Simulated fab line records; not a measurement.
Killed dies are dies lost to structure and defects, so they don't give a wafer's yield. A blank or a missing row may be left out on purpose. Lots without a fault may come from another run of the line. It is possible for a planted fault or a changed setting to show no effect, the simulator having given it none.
Split-lot study | flow n5Finfet | route with 1938 steps; 7 lots, 21 wafers read

== SPLIT DETAILS ==
At N5_BEOL_M6_COAT_22 (resist thk 30 nm), the setting spinRpm was moved away from the recipe's 1500 rpm on 7 of the 21 wafers read, by -8.7% to +10.1%. All remaining wafers had this setting at the recipe value.

== FROM THE SPLIT TO THE READING: what the file shows between them, 2 steps ==
- N5_BEOL_M6_EBR_24
- N5_BEOL_M6_SOFTBAKE_23: time 60 s

== THE READING ==
CAR-EUV_of_BEOL_M6_COAT_22.thkNm (the simulator's own value, which no gauge read), in nm, at N5_BEOL_M6_DESCUM_33 (chemistry O2, time 7 s). The file gives no usual value for it. Average 26.1 nm, standard deviation 0.16 nm, over the 14 wafers here run with the recipe.

wafer  | tool, chamber at the split | spinRpm as run, rpm | against the recipe | CAR-EUV_of_BEOL_M6_COAT_22.thkNm, nm | against lot-mates on the recipe
L075.1 | lithoTrack-02, 0           | 1544                | +2.9%              | 25.6                                 | -0.2
L075.2 | lithoTrack-02, 0           | 1544                | +2.9%              | 25.4                                 | -0.4
L075.6 | lithoTrack-02, 0           | 1500                | recipe             | 25.8                                 | -
L077.2 | lithoTrack-02, 0           | 1369                | -8.7%              | 27.4                                 | +1.2
L077.5 | lithoTrack-02, 0           | 1369                | -8.7%              | 27.4                                 | +1.2
L077.6 | lithoTrack-02, 0           | 1500                | recipe             | 26.2                                 | -
L081.1 | lithoTrack-04, 0           | 1500                | recipe             | 26                                   | -
L081.3 | lithoTrack-04, 0           | 1500                | recipe             | 26                                   | -
L081.6 | lithoTrack-04, 0           | 1500                | recipe             | 26.2                                 | -
L083.3 | lithoTrack-02, 0           | 1500                | recipe             | 26                                   | -
L083.4 | lithoTrack-02, 0           | 1500                | recipe             | 26.2                                 | -
L083.5 | lithoTrack-02, 0           | 1651                | +10.1%             | 24.6                                 | -1.5
L084.1 | lithoTrack-01, 0           | 1578                | +5.2%              | 25.4                                 | -0.8
L084.6 | lithoTrack-01, 0           | 1578                | +5.2%              | 25.4                                 | -0.8
L084.5 | lithoTrack-01, 0           | 1500                | recipe             | 26.2                                 | -
L096.1 | lithoTrack-04, 0           | 1500                | recipe             | 26.2                                 | -
L096.4 | lithoTrack-04, 0           | 1500                | recipe             | 26.2                                 | -
L096.6 | lithoTrack-04, 0           | 1500                | recipe             | 26                                   | -
L095.1 | lithoTrack-01, 0           | 1500                | recipe             | 26.4                                 | -
L095.3 | lithoTrack-01, 0           | 1500                | recipe             | 26.4                                 | -
L095.2 | lithoTrack-01, 0           | 1500                | recipe             | 26.2                                 | -

THE FIT
A straight line over all 21 wafers: CAR-EUV_of_BEOL_M6_COAT_22.thkNm changes by -0.15 nm for each +1% of spinRpm; r = -0.97; the points scatter about the line by 0.15 nm.
The same after taking each lot's own level away (the mean of its wafers on the recipe; 21 wafers): -0.142 nm for each +1%; r = -0.99; scatter 0.093 nm.
According to that fit, moving spinRpm by its largest amount changes the reading by 1.4 nm.
The span of the lots' own levels, 25.80 to 26.33 nm, comes to 3.4 times the standard deviation stated above.
The two slopes are in agreement: the lot-to-lot level therefore moves the slope only a little.
Check: for one of the wafers moved furthest among these (+10.1%), held out of the fit, the line's prediction against its lot-mates is -1.39 nm. Against them it came out at -1.5 nm.

== FURTHER SPLITS ON THESE WAFERS ==
These wafers also went through other splits before the reading. Each is held against what the fit with the lots' levels taken away leaves over:
other split on the same wafers | wafers away from the commonest value | r with CAR-EUV_of_BEOL_M6_COAT_22.thkNm (lot level and that fit taken away)
N5_BEOL_M2_COAT_62 spinRpm     | 8                                    | +0.04
N5_BEOL_M3_ETCH_70 sourceW     | 7                                    | -0.24
N5_BEOL_M4_PECVD_72 timeS      | 11                                   | +0.31
N5_BEOL_M5_ETCH_72 biasW       | 9                                    | +0.06
N5_BEOL_M5_COAT_65 spinRpm     | 6                                    | +0.14

== THE WHOLE CHAIN: every reading that the file lists as answering this split, in the file's order ==
step                 | what it does           | reading                                                                           | change (the file's fit)               | r (the file's)
N5_BEOL_M6_COAT_22   | resist thk 30 nm       | CAR-EUV_of_BEOL_M6_COAT_22.thkNm (the simulator's own value, which no gauge read) | -0.146 nm for each +1% of the setting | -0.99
N5_BEOL_M6_DESCUM_33 | chemistry O2, time 7 s | CAR-EUV_of_BEOL_M6_COAT_22.thkNm (the simulator's own value, which no gauge read) | -0.144 nm for each +1% of the setting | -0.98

== FILE'S OWN FIT ==
CAR-EUV_of_BEOL_M6_COAT_22.thkNm changes by -0.144 nm for each +1% of spinRpm, r = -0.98.
